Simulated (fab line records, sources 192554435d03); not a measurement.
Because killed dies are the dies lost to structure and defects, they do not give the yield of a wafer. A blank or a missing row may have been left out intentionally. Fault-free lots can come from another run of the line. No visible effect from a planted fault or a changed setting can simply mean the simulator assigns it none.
Chamber matching    flow n5 finfet    rie diel-05 running N5_BEOL_M0_STRIP_104: 4 sister chambers
The step strips in N2/H2. 18 wafers are shown with their chamber, then 9 later ones without.

== WAFERS WITH THEIR CHAMBER ==
wafer   chamber  drypump motor current A (A)  showerhead plenum p Torr (Torr)  throttle valve pct (%)
L075.1  3        4.7                          2.47                             23.74
L075.3  0        5.2                          2.47                             23.47
L075.4  1        5.9                          2.46                             23.57
L078.2  3        4.7                          2.46                             23.79
L078.3  1        5.9                          2.45                             23.54
L078.6  0        5.2                          2.46                             23.51
L082.2  3        4.7                          2.46                             23.80
L082.4  0        5.1                          2.46                             23.51
L082.5  2        6.0                          2.57                             23.87
L084.1  0        5.2                          2.46                             23.51
L084.2  2        6.0                          2.56                             23.84
L084.3  3        4.7                          2.46                             23.79
L087.2  3        4.7                          2.46                             23.80
L087.4  0        5.2                          2.46                             23.51
L087.6  3        4.7                          2.46                             23.81
L089.1  3        4.7                          2.45                             23.82
L089.3  0        5.2                          2.46                             23.51
L089.6  2        6.0                          2.56                             23.87

SIGNATURES, as means of the wafers listed above
reading                   chamber 0  chamber 1  chamber 2  chamber 3  scatter within a chamber
drypump motor current A   5.183      5.900      6.000      4.700      0.0244
showerhead plenum p Torr  2.4617     2.4550     2.5633     2.4600     0.00535
throttle valve pct        23.5033    23.5550    23.8600    23.7929    0.0213
Rule: for each reading, subtract the chamber's mean from the wafer's reading, divide by that reading's scatter and square the result; add these up over the readings and take the root, which gives the wafer's distance from the chamber. The wafer belongs to the nearest chamber; if the next one is less than 2 further off, it can't be placed. The scatter is the square root of a quotient: the sum, over the shown wafers, of each reading's squared deviation from its chamber's mean, divided by wafers minus chambers.

== WAFERS WITHOUT THEIR CHAMBER ==
wafer   drypump motor current A (A)  showerhead plenum p Torr (Torr)  throttle valve pct (%)
L092.1  5.8                          2.44                             23.62
L092.4  6.0                          2.56                             23.87
L092.5  5.9                          2.44                             23.63
L094.1  5.9                          2.44                             23.63
L094.2  5.2                          2.45                             23.56
L094.5  5.9                          2.44                             23.62
L097.2  5.9                          2.44                             23.64
L097.3  4.7                          2.45                             23.86
L097.4  5.1                          2.45                             23.56

== WHICH CHAMBER EACH WENT THROUGH ==
wafer   from the rows above  in truth
L092.1  1                    1
L092.4  2                    2
L092.5  1                    1
L094.1  1                    1
L094.2  0                    0
L094.5  1                    1
L097.2  1                    1
L097.3  3                    3
L097.4  0                    0
Placed correctly: 9 of 9. Not placeable from these rows: 0. 0 placed wrongly.
